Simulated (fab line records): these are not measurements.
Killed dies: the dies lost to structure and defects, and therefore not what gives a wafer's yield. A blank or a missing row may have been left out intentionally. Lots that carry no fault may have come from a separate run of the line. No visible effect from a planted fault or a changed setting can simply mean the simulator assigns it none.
A lot that was struck, set against a sound lot + flow nand harc + 14 steps out of a route of 1159
Sound: the wafers L595.2, L595.3, L595.6. Struck: wafer L606.2. (L606.1, L606.5 of the same lot were not struck and are left out.) The cause comes at the end.
For every step that has rows: the tool of each side, followed by ch and its chambers, followed by its first start. Under that, the readings that differ: sound wafers + struck wafers + difference of the means + sigmas: that difference in standard deviations of wafers without a fault.
alike: readings whose means differ by less than 2 such deviations, and words and numbers that are the same on both sides. not compared: withheld readings, readings that some wafer has no value for, bounds like >300 that may hide the same value, and numbers for which the record gives no deviation and whose values overlap.
A row with sigmas, a row that says differs or no value, or rows on one side alone: a step with any of these is where the two part. When numbers do not overlap yet have no deviation, they are printed without sigmas and do not part them. Lack of a reading on every wafer of one side parts them only where that side has two or more wafers.

NHARC_P_M2_INSPECT_27:
  sound on defect inspect-01, day 6 05:57; struck on defect inspect-02, day 9 00:52
  alike: raw defect count
NHARC_P_M2_PRE_CLEAN_32: time 12 s.
  sound on pecvd-03 ch 0,2, day 6 06:02; struck on pecvd-04 ch 2, day 9 00:55
  alike: heater power w, rf fwd power W
  not compared: since wet clean h
NHARC_P_M2_DEP_33: deposits SiCN, target thk 30 nm.
  sound on pecvd-03 ch 0,2, day 6 06:08; struck on pecvd-04 ch 2, day 9 01:00
| reading            | sound       | struck | difference | sigmas |
|--------------------|-------------|--------|------------|--------|
| heater power w (W) | 596 616 618 | 505    | -105       | -2     |
  alike: rf fwd power W, showerhead vpp V
  not compared: since wet clean h
NHARC_P_BONDPAD_DEP_00: deposits SiCN, target thk 250 nm.
  sound on pecvd-04 ch 0,1,2, day 6 06:31; struck on pecvd-02 ch 0, day 9 01:26
| reading              | sound          | struck | difference | sigmas |
|----------------------|----------------|--------|------------|--------|
| showerhead vpp V (V) | 1368 1268 1367 | 1194   | -140       | -2     |
  alike: heater power w, rf fwd power W
  not compared: since wet clean h
NHARC_P_BONDPAD_CMP_32: polishes SiCN, target thk 200 nm.
  sound on cmp-03 ch 0,2, day 6 06:57; struck on cmp-04 ch 2, day 9 01:50
  alike: motor current A, slurry flow ml min
NHARC_P_BONDPAD_THK_MEAS_33: measures by ellipsometry.
  sound on film metro-02, day 6 07:11; struck on film metro-01, day 9 02:05
  alike: thk nm
then, 5 steps without rows for these wafers: NHARC_P_BONDPAD_SRD_34; NHARC_P_BONDPAD_DEHYDRATE_01 (time 120 s); NHARC_P_BONDPAD_HMDS_02 (time 30 s); NHARC_P_BONDPAD_COAT_36 (time 65 s); NHARC_P_BONDPAD_COAT_03 (resist thk 600 nm).
NHARC_P_BONDPAD_SOFTBAKE_04: time 70 s.
  sound on litho track-07 ch 0, day 6 07:00; struck on litho track-05 ch 0, day 9 02:00
| reading                  | sound             | struck | difference | sigmas |
|--------------------------|-------------------|--------|------------|--------|
| heater power total W (W) | 200.8 202.7 201.4 | 206.8  | +5.2       | +4     |
after that, 1 step had no rows for these wafers: NHARC_P_BONDPAD_EBR_05.
NHARC_END_SORT_01:
  the record has rows for the sound wafers here (prober-01 ch 0, day 19 13:19) and none for the struck ones

WHERE THEY PART
First at NHARC_P_M2_DEP_33; last, within this record, at NHARC_END_SORT_01.

WHY: whatever the simulator had introduced
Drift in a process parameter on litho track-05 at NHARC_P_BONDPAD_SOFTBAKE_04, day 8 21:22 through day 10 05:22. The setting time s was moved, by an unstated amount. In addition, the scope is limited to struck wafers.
